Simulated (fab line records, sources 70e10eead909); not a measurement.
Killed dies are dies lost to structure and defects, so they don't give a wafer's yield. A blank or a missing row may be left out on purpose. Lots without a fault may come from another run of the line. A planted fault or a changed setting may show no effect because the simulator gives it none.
fab line records | flow nand_harc
record lots=24 wafers=72 last_day=25
route steps=1159 shown A_STAIRCASE@632
lots that met no fault: from a run of the same line without faults
start_h: hours from the record's first day to the start of the lot's first wafer shown | wait_h: hours since the lot's step before | " the same as in the row above | L1.1+2: a row that stands for several wafers | - no value, or no start given | * or withheld: withheld | < > ~ a bound
route shown NAME@n: a module of which the file shows steps, and the number in the route of the first | usual: mean/standard deviation of fault-free wafers | same: alike in all rows | chamber/n: place in a boat | sites: the reading at each site | _std_site: their standard deviation | _edge_site: outer sites' mean less inner sites' | radius_mm: how far each site lies from the wafer's centre | mask NAME#n: copy n | behind: the tool/chamber that last shaped the wafer | hold: why the lot was held/for how many hours/how that ended | device: the transistor (n, p or np) that didn't switch | end of line: the same wafers' tests at the end of the route | a step without rows: its recipe alone | killed: dies lost to structure and defects at the first sort, not the wafer's yield | map: a wafer's dies, x killed, . not, _ none there
set.NAME: the setting as run; set.NAME@STEP: as run at that earlier step | model.NAME: the simulator's own value behind a step, which no gauge read
steps of the route over a sample of lots; a table a step, a row a wafer
services: from which hour (start_h, from the record's first day; less than 0 if before it) a tool's chamber was out of use, for how many hours, and why
## steps
# step NHARC_A_STAIRCASE_STRIP_238
# recipe power_w=1500 temp_c=250 chemistry=O2
# usual drypump_motor_current_A=5.6/0.39 heater_power_w=337/41
# columns lot.wafer tool chamber start_h wait_h drypump_motor_current_A heater_power_w rf_hours_counter_h
L074.1 plasma_asher-01 1 243.48 0.1 6.2 338 44
L074.2 " 0 " " 5.6 316 44
L074.6 " 0 " " 5.5 325 -
L075.2 plasma_asher-01 0 255.87 0.1 5.6 323 48
L075.4 " 1 " " 6.2 351 -
L075.5 " 0 " " 5.5 318 -
L076.1 plasma_asher-01 1 258.72 0.2 6.2 348 49
L076.3 " 0 " " 5.6 315 -
L076.6 " 0 " " 5.6 314 -
L077.2 plasma_asher-02 0 259.62 0.1 5.7 390 22
L077.4 " 0 " " 5.7 397 -
L077.6 " 1 " " 5.1 280 -
L078.1 plasma_asher-02 0 265.49 0.1 5.7 384 23
L078.2 " 1 " " 5.0 277 23
L078.4 " 1 " " 5.0 277 -
L079.1 plasma_asher-01 0 274.34 0.1 5.6 325 54
L079.3 " 0 " " 5.6 324 -
L079.6 " 1 " " 6.2 347 -
L081.2 plasma_asher-02 1 284.70 0.8 5.1 288 32
L081.4 " 0 " " 5.7 390 -
L081.5 " 1 " " 5.1 280 -
L080.1 plasma_asher-01 1 297.11 0.1 6.2 357 4
L080.5 " 0 " " 5.6 333 -
L080.6 " 1 " " 6.2 359 -
L084.2 plasma_asher-02 1 303.21 0.1 5.0 277 38
L084.1 " 0 " " 5.7 393 38
L084.6 " 1 " " 5.1 275 -
L082.1 plasma_asher-01 0 303.41 0.1 5.6 338 6
L082.3 " 0 " " 5.5 323 -
L082.4 " 1 " " 6.2 348 -
L083.2 plasma_asher-01 0 304.23 0.1 5.5 331 6
L083.3 " 0 " " 5.5 343 -
L083.4 " 1 " " 6.2 358 -
L085.1 plasma_asher-02 0 312.57 0.1 5.7 392 40
L085.5 " 1 " " 5.1 284 -
L085.6 " 0 " " 5.7 383 -
L086.2 plasma_asher-01 1 342.22 0.1 6.2 355 17
L086.1 " 0 " " 5.6 326 17
L086.4 " 1 " " 6.2 364 -
L088.1 plasma_asher-01 0 342.55 0.3 5.6 344 17
L088.4 " 1 " " 6.2 354 -
L088.3 " 0 " " 5.5 327 -
L087.2 plasma_asher-02 0 342.61 0.3 5.7 382 51
L087.4 " 0 " " 5.7 399 -
L087.3 " 1 " " 5.1 281 -
L089.2 plasma_asher-02 0 345.46 0.1 5.7 387 52
L089.4 " 0 " " 5.8 389 -
L089.6 " 1 " " 5.1 276 -
L091.1 plasma_asher-01 0 346.36 0.1 5.6 323 19
L091.3 " 1 " " 6.2 353 -
L091.5 " 1 " " 6.2 358 -
L090.2 plasma_asher-02 1 347.16 0.6 5.1 283 53
L090.1 " 0 " " 5.7 371 53
L090.4 " 1 " " 5.1 282 -
L092.2 plasma_asher-02 1 349.38 0.1 5.1 276 54
L092.4 " 0 " " 5.7 388 -
L092.5 " 1 " " 5.1 279 -
L094.1 plasma_asher-01 1 376.96 0.1 6.2 360 32
L094.3 " 0 " " 5.5 333 -
L094.5 " 1 " " 6.2 358 -
L093.2 plasma_asher-02 0 377.64 0.1 5.7 393 2
L093.3 " 1 " " 5.1 284 -
L093.5 " 0 " " 5.7 390 -
L096.1 plasma_asher-02 1 379.77 0.1 5.0 277 2
L096.6 " 0 " " 5.7 393 -
L096.5 " 1 " " 5.1 287 -
L095.1 plasma_asher-02 1 380.76 0.1 5.1 290 3
L095.4 " 0 " " 5.7 402 -
L095.6 " 0 " " 5.7 396 -
L097.2 plasma_asher-02 1 392.15 0.1 5.0 285 6
L097.4 " 1 " " 5.1 289 -
L097.5 " 1 " " 5.1 290 -
# step NHARC_A_STAIRCASE_STRIP_254
# recipe power_w=1500 temp_c=250 chemistry=O2
# usual drypump_motor_current_A=5.6/0.4 heater_power_w=338/40
# columns lot.wafer tool chamber start_h wait_h drypump_motor_current_A heater_power_w rf_hours_counter_h
L074.2 plasma_asher-01 1 245.04 - 6.2 343 45
L074.1 " 0 " " 5.6 316 45
L074.6 " 0 " " 5.6 320 -
L075.2 plasma_asher-01 1 257.53 - 6.2 332 48
L075.4 " 1 " " 6.2 340 -
L075.5 " 1 " " 6.2 349 -
L076.1 plasma_asher-02 0 260.29 - 5.7 387 22
L076.3 " 1 " " 5.1 276 -
L076.6 " 0 " " 5.7 388 -
L077.2 plasma_asher-01 1 261.31 - 6.2 352 50
L077.4 " 1 " " 6.2 343 -
L077.6 " 1 " " 6.2 342 -
L078.2 plasma_asher-02 1 267.05 - 5.0 283 24
L078.1 " 0 " " 5.7 399 24
L078.4 " 1 " " 5.1 282 -
L079.1 plasma_asher-01 0 275.94 - 5.5 323 54
L079.3 " 0 " " 5.6 310 -
L079.6 " 0 " " 5.5 312 -
L081.2 plasma_asher-02 0 286.22 - 5.7 405 32
L081.4 " 1 " " 5.1 284 -
L081.5 " 1 " " 5.1 283 -
L080.1 plasma_asher-01 1 298.85 - 6.2 352 5
L080.6 " 0 " " 5.6 337 -
L080.5 " 1 " " 6.2 343 -
L084.1 plasma_asher-01 0 304.95 - 5.6 328 6
L084.2 " 1 " " 6.2 354 6
L084.6 " 1 " " 6.2 352 -
L082.1 plasma_asher-01 0 305.23 - 5.5 333 7
L082.4 " 0 " " 5.6 326 -
L082.3 " 1 " " 6.2 356 -
L083.2 plasma_asher-02 0 305.99 - 5.7 394 40
L083.3 " 1 " " 5.1 278 -
L083.4 " 0 " " 5.7 382 -
L085.1 plasma_asher-01 0 314.21 - 5.6 328 7
L085.6 " 0 " " 5.5 330 -
L085.5 " 1 " " 6.2 356 -
L086.2 plasma_asher-02 1 343.81 - 5.0 283 51
L086.1 " 0 " " 5.7 380 51
L086.4 " 0 " " 5.7 386 -
L088.1 plasma_asher-01 1 344.12 - 6.2 352 18
L088.3 " 0 " " 5.5 334 -
L088.4 " 1 " " 6.2 350 -
L087.2 plasma_asher-02 1 344.39 - 5.1 277 52
L087.3 " 0 " " 5.7 387 -
L087.4 " 1 " " 5.0 286 -
L089.2 plasma_asher-01 0 347.39 - 5.6 334 20
L089.4 " 0 " " 5.6 335 -
L089.6 " 0 " " 5.6 335 -
L091.1 plasma_asher-02 1 347.89 - 5.1 283 54
L091.3 " 1 " " 5.0 272 -
L091.5 " 0 " " 5.7 394 -
L090.2 plasma_asher-01 0 348.86 - 5.5 329 20
L090.1 " 1 " " 6.2 337 20
L090.4 " 1 " " 6.2 350 -
L092.2 plasma_asher-02 1 351.13 - 5.1 275 54
L092.4 " 1 " " 5.1 277 -
L092.5 " 0 " " 5.7 387 -
L094.1 plasma_asher-02 0 378.52 - 5.7 405 2
L094.3 " 1 " " 5.1 282 -
L094.5 " 0 " " 5.7 387 -
L093.2 plasma_asher-02 1 379.35 - 5.0 285 2
L093.3 " 1 " " 5.0 285 -
L093.5 " 0 " " 5.8 397 -
L096.1 plasma_asher-02 1 381.65 - 5.1 287 3
L096.5 " 1 " " 5.1 289 -
L096.6 " 0 " " 5.7 391 -
L095.1 plasma_asher-02 1 382.28 - 5.1 285 3
L095.4 " 0 " " 5.8 391 -
L095.6 " 0 " " 5.8 397 -
L097.2 plasma_asher-01 1 393.80 - 6.2 360 37
L097.4 " 0 " " 5.6 329 -
L097.5 " 1 " " 6.2 357 -
# step NHARC_A_STAIRCASE_DEP_259
# recipe target_thk_a=300 target_thk_nm=30 temp_c=400 pressure_torr=3.5 flow_sccm=200 rf_w=350 material=SiON
# usual heater_power_w=725/91
# columns lot.wafer tool chamber start_h wait_h heater_power_w
L074.1 pecvd-04 0 248.77 1.6 545
L074.2 " 1 " " 802
L074.6 " 2 " " 724
L075.2 pecvd-02 0 260.27 1.3 748
L075.5 " 2 " " 637
L075.4 " 0 " " 734
L076.3 pecvd-02 1 263.00 1.0 695
L076.1 " 2 " " 702
L076.6 " 1 " " 689
L077.2 pecvd-04 0 264.70 1.3 573
L077.6 " 0 " " 579
L077.4 " 2 " " 769
L078.1 pecvd-04 0 271.33 1.6 494
L078.2 " 2 " " 695
L078.4 " 2 " " 677
L079.3 pecvd-03 0 278.54 0.9 721
L079.1 " 2 " " 912
L079.6 " 1 " " 733
L081.2 pecvd-02 1 289.42 1.3 815
L081.4 " 2 " " 713
L081.5 " 1 " " 806
L080.1 pecvd-03 1 305.35 1.6 818
L080.5 " 1 " " 823
L080.6 " 2 " " 832
L084.1 pecvd-04 2 311.12 1.5 758
L084.2 " 1 " " 762
L084.6 " 2 " " 756
L082.1 pecvd-02 1 312.46 1.6 679
L082.3 " 2 " " 691
L082.4 " 1 " " 668
L083.2 pecvd-04 2 312.63 1.2 641
L083.3 " 1 " " 751
L083.4 " 1 " " 743
L085.1 pecvd-04 2 316.98 1.7 709
L085.5 " 1 " " 767
L085.6 " 0 " " 573
L086.2 pecvd-04 2 346.67 1.4 716
L086.1 " 0 " " 579
L086.4 " 0 " " 595
L088.1 pecvd-04 0 346.98 1.8 596
L088.3 " 2 " " 759
L088.4 " 2 " " 762
L087.3 pecvd-02 2 348.36 0.9 723
L087.2 " 1 " " 802
L087.4 " 0 " " 703
L089.2 pecvd-02 1 350.56 1.3 807
L089.4 " 0 " " 737
L089.6 " 2 " " 622
L091.3 pecvd-03 0 351.81 1.0 713
L091.1 " 1 " " 779
L091.5 " 2 " " 873
L090.1 pecvd-02 2 357.81 1.6 701
L090.2 " 0 " " 711
L090.4 " 0 " " 714
L092.2 pecvd-03 2 361.51 1.3 906
L092.4 " 1 " " 882
L092.5 " 0 " " 704
L094.3 pecvd-02 0 386.92 2.2 702
L094.1 " 1 " " 790
L094.5 " 0 " " 683
L093.3 pecvd-02 0 387.06 2.2 701
L093.2 " 1 " " 844
L093.5 " 0 " " 695
L096.1 pecvd-02 2 387.56 1.7 665
L096.6 " 0 " " 726
L096.5 " 2 " " 668
L095.1 pecvd-03 2 388.85 1.5 924
L095.4 " 0 " " 724
L095.6 " 1 " " 882
L097.2 pecvd-03 2 398.26 1.3 875
L097.4 " 0 " " 698
L097.5 " 1 " " 791
# step NHARC_A_STAIRCASE_ETCH_452
# recipe target_depth_a=300 overetch_a=30 time_s=16.5 ion_energy_ev=100 cf4_flow_sccm=80 o2_flow_sccm=20 ar_flow_sccm=0 rf_w=300 bias_w=100 chemistry=CF4/O2
# usual drypump_motor_current_A=5.8/0.54 oes_product_au=0.998/0.011 rf_vpp_V=197.4/1.4 showerhead_plenum_p_Torr=1.31/0.053 throttle_valve_pct=13.398/0.0093
# columns lot.wafer tool chamber start_h wait_h drypump_motor_current_A oes_product_au rf_hours_counter_h rf_vpp_V showerhead_plenum_p_Torr throttle_valve_pct
L074.1 rie_diel-13 1 - - 5.8 1.000 54 196.7 1.28 13.389
L074.2 " 3 " " 6.1 1.000 45 196.8 1.25 13.414
L074.6 " 2 " " 5.1 1.000 - 198.2 1.44 13.407
L075.4 rie_diel-13 0 - - 5.9 0.981 55 196.7 1.33 13.397
L075.2 " 2 " " 5.2 1.006 53 199.4 1.43 13.398
L075.5 " 0 " " 5.9 0.989 - 198.6 1.33 13.399
L076.3 rie_diel-03 3 - - 6.2 0.995 13 199.8 1.39 13.404
L076.1 " 0 " " 6.1 1.033 13 195.4 1.29 13.405
L076.6 " 0 " " 6.1 1.017 - 197.2 1.29 13.404
L077.4 rie_diel-04 2 - - 5.6 1.007 52 198.4 1.36 13.402
L077.2 " 0 " " 6.7 0.989 53 198.2 1.36 13.402
L077.6 " 2 " " 5.6 1.003 - 197.6 1.36 13.409
L078.4 rie_diel-03 1 - - 6.3 0.988 16 197.1 1.30 13.399
L078.1 " 2 " " 5.9 0.997 16 196.7 1.25 13.402
L078.2 " 3 " " 6.2 0.991 15 199.5 1.39 13.396
L079.1 rie_diel-04 3 - - 5.6 0.998 59 197.0 1.26 13.401
L079.3 " 2 " " 5.6 0.999 57 198.0 1.36 13.408
L079.6 " 1 " " 4.7 1.006 - 197.6 1.34 13.412
L081.4 rie_diel-03 1 - - 6.4 0.992 23 197.4 1.29 13.388
L081.2 " 2 " " 5.9 0.995 22 197.6 1.24 13.400
L081.5 " 2 " " 5.9 0.998 - 193.7 1.24 13.395
L080.1 rie_diel-04 3 - - 5.6 1.000 1 197.0 1.26 13.394
L080.5 " 1 " " 4.7 0.992 - 196.6 1.33 13.405
L080.6 " 3 " " 5.6 0.997 - 195.5 1.26 13.399
L084.1 rie_diel-04 3 - - 5.6 1.001 2 196.1 1.26 13.398
L084.2 " 0 " " 6.7 0.994 1 198.8 1.36 13.399
L084.6 " 3 " " 5.6 1.004 - 195.9 1.26 13.396
L082.4 rie_diel-03 0 - - 6.1 1.015 34 197.9 1.29 13.398
L082.3 " 2 " " 5.9 1.003 29 197.7 1.24 13.383
L082.1 " 3 " " 6.2 0.984 31 199.5 1.38 13.388
L083.2 rie_diel-04 0 - - 6.7 0.987 1 197.5 1.36 13.407
L083.4 " 1 " " 4.7 0.998 4 198.6 1.33 13.387
L083.3 " 2 " " 5.6 0.991 4 196.5 1.36 13.386
L085.1 rie_diel-03 0 - - 6.1 1.006 36 197.2 1.29 13.400
L085.5 " 3 " " 6.2 0.993 - 197.6 1.38 13.400
L085.6 " 0 " " 6.1 1.014 - 197.8 1.29 13.391
L086.1 rie_diel-03 1 - - 6.4 1.000 44 195.5 1.29 13.394
L086.4 " 2 " " 5.9 0.996 39 196.4 1.24 13.389
L086.2 " 0 " " 6.1 1.008 45 196.9 1.28 13.401
L088.3 rie_diel-13 1 - - 5.8 0.986 19 195.5 1.27 13.430
L088.4 " 2 " " 5.1 0.977 23 199.2 1.43 13.399
L088.1 " 3 " " 6.1 1.025 23 196.4 1.24 13.406
L087.2 rie_diel-04 0 - - 6.7 0.984 18 197.0 1.35 13.400
L087.4 " 1 " " 4.7 0.991 20 198.4 1.33 13.405
L087.3 " 3 " " 5.6 0.997 18 196.5 1.25 13.397
L089.2 rie_diel-13 1 - - 5.8 1.006 20 196.5 1.27 13.400
L089.4 " 2 " " 5.2 0.982 24 201.2 1.43 13.376
L089.6 " 1 " " 5.8 1.007 - 196.3 1.27 13.394
L091.1 rie_diel-04 2 - - 5.6 0.987 19 196.6 1.35 13.408
L091.3 " 3 " " 5.6 0.998 19 197.2 1.25 13.390
L091.5 " 3 " " 5.6 0.994 - 194.9 1.25 13.393
L090.1 rie_diel-04 3 - - 5.6 0.997 19 195.1 1.25 13.404
L090.2 " 0 " " 6.7 0.987 20 198.7 1.35 13.404
L090.4 " 1 " " 4.7 1.001 21 197.6 1.33 13.381
L092.2 rie_diel-13 0 - - 5.9 0.978 27 198.6 1.32 13.398
L092.4 " 2 " " 5.2 0.987 29 199.6 1.43 13.409
L092.5 " 0 " " 5.9 0.977 - 198.1 1.32 13.393
L094.3 rie_diel-04 0 - - 6.7 1.003 31 196.3 1.35 13.406
L094.1 " 1 " " 4.7 0.997 34 198.3 1.33 13.411
L094.5 " 3 " " 5.6 1.007 - 195.5 1.25 13.396
L096.1 rie_diel-03 2 - - 5.9 1.002 50 196.6 1.24 13.391
L096.6 " 2 " " 5.9 1.002 - 194.7 1.24 13.418
L096.5 " 3 " " 6.2 0.989 - 198.9 1.38 13.398
L093.3 rie_diel-04 0 - - 6.7 1.002 31 198.5 1.35 13.406
L093.2 " 1 " " 4.7 1.002 34 199.6 1.33 13.389
L093.5 " 0 " " 6.7 1.008 - 198.9 1.35 13.385
L095.1 rie_diel-13 2 - - 5.2 0.996 37 199.5 1.42 13.406
L095.4 " 0 " " 5.9 0.991 35 196.9 1.32 13.398
L095.6 " 1 " " 5.8 1.007 - 196.5 1.27 13.400
L097.2 rie_diel-04 2 - - 5.6 0.986 36 198.7 1.35 13.386
L097.4 " 1 " " 4.7 0.990 37 198.3 1.33 13.410
L097.5 " 3 " " 5.6 1.004 - 194.9 1.25 13.409
# step NHARC_A_STAIRCASE_STRIP_295
# recipe o2_flow_sccm=500 ar_flow_sccm=0 bias_w=0 chemistry=O2
# usual drypump_motor_current_A=5.8/0.56 oes_product_au=0.996/0.011 rf_vpp_V=57.6/0.88 showerhead_plenum_p_Torr=3.48/0.14 throttle_valve_pct=17.037/0.0089
# columns lot.wafer tool chamber start_h wait_h drypump_motor_current_A oes_product_au rf_hours_counter_h rf_vpp_V showerhead_plenum_p_Torr throttle_valve_pct
L074.1 rie_diel-13 3 - - 6.1 0.989 45 57.7 3.30 17.037
L074.2 " 0 " " 5.9 0.978 52 57.7 3.52 17.045
L074.6 " 3 " " 6.1 0.982 - 56.8 3.30 17.044
L075.2 rie_diel-13 3 - - 6.1 0.986 49 57.7 3.30 17.042
L075.4 " 0 " " 6.0 0.969 55 58.1 3.52 17.039
L075.5 " 2 " " 5.2 1.007 - 56.6 3.78 17.042
L076.1 rie_diel-03 3 - - 6.2 0.993 14 58.1 3.66 17.045
L076.3 " 0 " " 6.1 1.013 14 55.8 3.42 17.038
L076.6 " 2 " " 5.9 0.999 - 57.5 3.30 17.045
L077.2 rie_diel-04 3 - - 5.6 1.009 52 56.7 3.33 17.030
L077.4 " 2 " " 5.6 1.002 53 56.6 3.59 17.037
L077.6 " 0 " " 6.7 0.999 - 58.1 3.59 17.047
L078.1 rie_diel-03 2 - - 5.9 1.006 16 57.3 3.30 17.036
L078.4 " 3 " " 6.2 0.997 16 56.5 3.66 17.049
L078.2 " 0 " " 6.1 1.020 16 55.9 3.42 17.048
L079.3 rie_diel-04 2 - - 5.6 0.987 58 57.6 3.58 17.040
L079.1 " 1 " " 4.7 0.994 59 57.5 3.53 17.038
L079.6 " 2 " " 5.6 0.996 - 57.7 3.58 17.039
L081.4 rie_diel-03 1 - - 6.4 0.993 23 58.0 3.42 17.027
L081.2 " 3 " " 6.2 0.991 24 59.3 3.66 17.033
L081.5 " 1 " " 6.4 0.996 - 57.8 3.42 17.032
L080.1 rie_diel-04 3 - - 5.6 0.999 2 58.0 3.33 17.028
L080.6 " 1 " " 4.7 0.994 - 57.1 3.53 17.024
L080.5 " 2 " " 5.6 1.001 - 54.8 3.58 17.029
L084.2 rie_diel-04 3 - - 5.6 1.006 3 57.9 3.33 17.044
L084.1 " 1 " " 4.7 1.004 4 58.3 3.52 17.024
L084.6 " 0 " " 6.7 0.988 - 59.4 3.59 17.032
L082.4 rie_diel-03 1 - - 6.4 0.999 33 57.5 3.42 17.046
L082.3 " 2 " " 5.9 0.987 30 56.9 3.29 17.027
L082.1 " 0 " " 6.1 1.009 35 57.0 3.41 17.037
L083.3 rie_diel-04 3 - - 5.6 0.998 3 56.9 3.33 17.031
L083.4 " 0 " " 6.7 0.989 2 56.5 3.59 17.037
L083.2 " 2 " " 5.6 0.987 4 58.4 3.58 17.034
L085.1 rie_diel-03 3 - - 6.2 0.991 33 58.7 3.65 17.026
L085.5 " 2 " " 5.9 0.988 - 57.7 3.29 17.032
L085.6 " 3 " " 6.2 0.981 - 59.1 3.65 17.041
L086.2 rie_diel-03 1 - - 6.4 0.985 45 57.7 3.41 17.049
L086.4 " 2 " " 5.9 0.983 40 58.6 3.29 17.048
L086.1 " 3 " " 6.2 0.986 42 57.0 3.65 17.020
L088.1 rie_diel-13 1 - - 5.8 0.996 20 55.9 3.36 17.020
L088.3 " 3 " " 6.1 1.040 23 57.5 3.29 17.042
L088.4 " 0 " " 5.9 0.982 23 57.8 3.50 17.038
L087.3 rie_diel-04 0 - - 6.7 0.996 19 58.0 3.58 17.035
L087.4 " 1 " " 4.7 1.003 20 57.6 3.52 17.040
L087.2 " 2 " " 5.6 0.987 19 57.3 3.57 17.030
L089.4 rie_diel-13 2 - - 5.2 0.975 24 58.8 3.76 17.040
L089.2 " 0 " " 5.9 0.979 23 57.4 3.50 17.046
L089.6 " 1 " " 5.8 0.999 - 57.3 3.36 17.038
L091.1 rie_diel-04 0 - - 6.7 0.995 19 58.4 3.58 17.043
L091.3 " 1 " " 4.7 0.998 21 57.5 3.52 17.042
L091.5 " 3 " " 5.6 0.994 - 56.5 3.32 17.042
L090.2 rie_diel-04 0 - - 6.7 0.996 20 58.5 3.58 17.023
L090.4 " 1 " " 4.7 0.997 22 57.2 3.52 17.026
L090.1 " 3 " " 5.6 1.000 20 57.7 3.32 17.056
L092.4 rie_diel-13 3 - - 6.1 1.030 30 57.9 3.28 17.032
L092.2 " 0 " " 5.9 0.977 27 57.8 3.50 17.052
L092.5 " 1 " " 5.8 1.007 - 57.7 3.36 17.039
L094.1 rie_diel-04 0 - - 6.7 1.001 31 57.7 3.57 17.032
L094.3 " 3 " " 5.6 0.998 32 57.5 3.31 17.034
L094.5 " 1 " " 4.7 1.001 - 58.4 3.51 17.045
L093.3 rie_diel-04 2 - - 5.6 0.983 34 57.7 3.56 17.055
L093.2 " 3 " " 5.6 1.002 32 57.1 3.31 17.039
L093.5 " 3 " " 5.6 1.005 - 56.3 3.31 17.038
L096.1 rie_diel-03 2 - - 5.9 0.987 51 56.8 3.28 17.039
L096.6 " 2 " " 5.9 1.001 - 58.5 3.28 17.027
L096.5 " 3 " " 6.2 0.996 - 57.9 3.64 17.037
L095.1 rie_diel-13 3 - - 6.1 1.023 38 55.9 3.28 17.024
L095.4 " 1 " " 5.8 1.009 32 57.0 3.36 17.015
L095.6 " 2 " " 5.2 0.976 - 58.6 3.75 17.027
L097.2 rie_diel-04 2 - - 5.6 0.997 36 58.1 3.56 17.046
L097.4 " 1 " " 4.7 1.000 37 58.8 3.51 17.037
L097.5 " 2 " " 5.6 0.994 - 58.2 3.56 17.021
# step NHARC_A_STAIRCASE_DEP_151
# recipe target_thk_a=38000 temp_c=400 target_thk_nm=3800 teos_flow_sccm=200 rf_w=500 material=SiO2
# usual heater_power_w=626/88
# columns lot.wafer tool chamber start_h wait_h heater_power_w
L074.1 pecvd-02 2 274.37 0.9 639
L074.2 " 0 " " 673
L074.6 " 1 " " 616
L076.3 pecvd-04 2 284.51 0.4 724
L076.1 " 0 " " 519
L076.6 " 1 " " 607
L075.2 pecvd-02 0 284.58 0.5 685
L075.4 " 0 " " 559
L075.5 " 1 " " 618
L077.2 pecvd-02 2 292.86 0.5 676
L077.6 " 2 " " 547
L077.4 " 0 " " 564
L078.1 pecvd-04 0 296.96 0.8 463
L078.2 " 1 " " 646
L078.4 " 1 " " 595
L079.1 pecvd-04 1 302.13 0.4 660
L079.3 " 2 " " 697
L079.6 " 2 " " 564
L081.2 pecvd-02 2 315.77 0.5 619
L081.4 " 1 " " 616
L081.5 " 0 " " 571
L080.1 pecvd-03 0 338.48 0.5 643
L080.6 " 0 " " 547
L080.5 " 1 " " 694
L084.2 pecvd-04 1 338.49 0.5 639
L084.1 " 2 " " 692
L084.6 " 2 " " 581
L085.1 pecvd-03 0 338.96 1.0 707
L085.6 " 0 " " 553
L085.5 " 2 " " 671
L083.3 pecvd-04 1 339.15 1.1 694
L083.2 " 2 " " 709
L083.4 " 1 " " 604
L082.3 pecvd-03 1 339.62 1.6 827
L082.1 " 2 " " 691
L082.4 " 1 " " 678
L086.2 pecvd-02 2 377.64 0.4 606
L086.1 " 1 " " 736
L086.4 " 1 " " 653
L087.3 pecvd-03 2 377.64 0.4 757
L087.2 " 0 " " 603
L087.4 " 1 " " 660
L088.1 pecvd-02 1 378.21 0.9 706
L088.3 " 2 " " 633
L088.4 " 2 " " 541
L089.2 pecvd-03 1 378.32 1.1 711
L089.4 " 0 " " 567
L089.6 " 1 " " 666
L091.3 pecvd-02 0 378.87 1.6 586
L091.1 " 1 " " 736
L091.5 " 2 " " 525
L090.1 pecvd-03 1 387.63 0.5 730
L090.2 " 2 " " 799
L090.4 " 2 " " 683
L092.2 pecvd-02 1 395.49 0.5 795
L092.5 " 0 " " 550
L092.4 " 1 " " 645
L094.1 pecvd-02 2 411.37 0.4 605
L094.3 " 1 " " 805
L094.5 " 2 " " 544
L093.2 pecvd-03 1 411.37 0.4 764
L093.3 " 2 " " 739
L093.5 " 1 " " 670
L096.1 pecvd-04 0 411.56 0.6 497
L096.5 " 1 " " 595
L096.6 " 0 " " 428
L095.1 pecvd-03 1 417.21 0.5 803
L095.4 " 0 " " 555
L095.6 " 0 " " 553
L097.2 pecvd-04 1 421.34 0.7 712
L097.4 " 0 " " 425
L097.5 " 2 " " 570
## services
# columns tool chamber start_h hours kind
pecvd-02 - 248.97 0.4 repair
pecvd-03 - 260.87 1.9 repair
plasma_asher-01 - 276.17 9.0 pm
rie_diel-13 - 276.36 9.0 pm
rie_diel-04 0 281.10 27.7 repair
pecvd-04 2 285.30 2.3 repair
rie_diel-04 3 289.98 12.9 repair
rie_diel-04 - 290.56 9.0 pm
pecvd-03 - 292.08 13.0 pm
pecvd-02 0 304.93 6.6 repair
plasma_asher-01 - 308.77 3.8 repair
pecvd-04 1 329.56 8.8 repair
pecvd-02 - 334.30 13.0 pm
plasma_asher-02 - 360.08 9.0 pm
plasma_asher-02 0 360.08 9.0 vent_cycle
plasma_asher-02 1 360.08 9.0 vent_cycle
plasma_asher-02 0 369.08 - clean
rie_diel-03 1 373.11 22.4 repair
pecvd-04 - 376.47 13.0 pm
rie_diel-03 - 392.36 9.0 pm
rie_diel-04 - 398.54 0.6 repair
rie_diel-04 - 410.76 0.4 repair
pecvd-03 2 415.73 9.6 repair
rie_diel-04 - 419.95 9.6 repair
## key
fault none
